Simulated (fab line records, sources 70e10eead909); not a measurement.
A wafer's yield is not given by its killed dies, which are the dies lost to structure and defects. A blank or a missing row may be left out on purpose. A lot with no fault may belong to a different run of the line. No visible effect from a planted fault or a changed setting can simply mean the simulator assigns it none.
Chamber matching | flow nand harc | 4 sister chambers for NHARC_P_M0_DESCUM_14 on rie diel-07
The step chemistry O2, time 3 s. 30 wafers are shown with their chamber, then 12 later ones without.

WAFERS PAIRED WITH THEIR CHAMBERS
wafer  | chamber | drypump motor current A (A) | showerhead plenum p Torr (Torr) | oes product au (a.u.)
L074.1 | 2       | 6.6                         | 2.01                            | 1.013
L074.3 | 1       | 5.0                         | 1.88                            | 0.986
L074.6 | 1       | 4.9                         | 1.88                            | 0.979
L075.2 | 3       | 5.4                         | 1.93                            | 1.001
L075.4 | 0       | 5.7                         | 1.87                            | 1.001
L075.6 | 2       | 6.6                         | 2.01                            | 1.027
L078.1 | 2       | 6.6                         | 2.01                            | 0.999
L078.3 | 0       | 5.7                         | 1.87                            | 1.000
L078.5 | 2       | 6.6                         | 2.01                            | 1.016
L079.1 | 1       | 5.0                         | 1.88                            | 0.992
L079.3 | 3       | 5.4                         | 1.93                            | 1.004
L079.5 | 0       | 5.7                         | 1.87                            | 0.996
L080.4 | 0       | 5.7                         | 1.87                            | 1.005
L080.5 | 2       | 6.6                         | 2.01                            | 1.018
L080.6 | 1       | 4.9                         | 1.88                            | 0.988
L085.2 | 2       | 6.6                         | 2.01                            | 1.003
L085.3 | 0       | 5.7                         | 1.87                            | 1.008
L085.6 | 2       | 6.7                         | 2.01                            | 1.007
L089.2 | 1       | 4.9                         | 1.87                            | 0.991
L089.4 | 3       | 5.4                         | 1.92                            | 0.999
L089.5 | 2       | 6.7                         | 2.00                            | 1.009
L090.2 | 2       | 6.7                         | 2.00                            | 1.013
L090.3 | 0       | 5.7                         | 1.86                            | 1.004
L090.6 | 2       | 6.7                         | 2.00                            | 1.004
L091.1 | 2       | 6.6                         | 2.00                            | 1.006
L091.4 | 2       | 6.6                         | 2.00                            | 1.018
L091.5 | 0       | 5.8                         | 1.86                            | 1.005
L092.1 | 3       | 5.4                         | 1.92                            | 0.992
L092.2 | 2       | 6.6                         | 2.00                            | 1.019
L092.4 | 2       | 6.6                         | 2.00                            | 1.007

SIGNATURES, as means of the wafers listed above
reading                  | chamber 0 | chamber 1 | chamber 2 | chamber 3 | scatter within a chamber
drypump motor current A  | 5.714     | 4.940     | 6.629     | 5.400     | 0.0435
showerhead plenum p Torr | 1.8671    | 1.8780    | 2.0050    | 1.9250    | 0.00509
oes product au           | 1.00271   | 0.98720   | 1.01136   | 0.99900   | 0.00635
Rule: for a wafer and a chamber, the distance is found by dividing, reading by reading, the gap between the wafer's reading and the chamber's mean by the reading's scatter, squaring, summing and taking the root. The wafer belongs to the nearest chamber; if the next one is less than 2 further off, it can't be placed. The scatter: the root of (the sum of the squares of (reading less its chamber's mean) over the shown wafers, divided by (wafers less chambers)).

WAFERS MISSING THEIR CHAMBER
wafer  | drypump motor current A (A) | showerhead plenum p Torr (Torr) | oes product au (a.u.)
L095.1 | 6.6                         | 2.00                            | 1.009
L095.2 | 4.9                         | 1.87                            | 0.969
L095.6 | 4.9                         | 1.87                            | 0.980
L095.3 | 5.4                         | 1.92                            | 1.007
L095.4 | 5.4                         | 1.92                            | 1.002
L095.5 | 6.6                         | 2.00                            | 1.004
L096.1 | 5.4                         | 1.92                            | 0.997
L096.4 | 5.7                         | 1.86                            | 0.992
L096.6 | 4.9                         | 1.87                            | 0.968
L096.2 | 4.9                         | 1.87                            | 0.972
L096.3 | 6.6                         | 2.00                            | 0.995
L096.5 | 5.7                         | 1.86                            | 1.002

THE CHAMBER EACH PASSED THROUGH
wafer  | from the rows above | in truth
L095.1 | 2                   | 2
L095.2 | 1                   | 1
L095.6 | 1                   | 1
L095.3 | 3                   | 3
L095.4 | 3                   | 3
L095.5 | 2                   | 2
L096.1 | 3                   | 3
L096.4 | 0                   | 0
L096.6 | 1                   | 1
L096.2 | 1                   | 1
L096.3 | 2                   | 2
L096.5 | 0                   | 0
12 of 12 placed correctly. From these rows, 0 cannot be placed. Placed wrongly: 0.
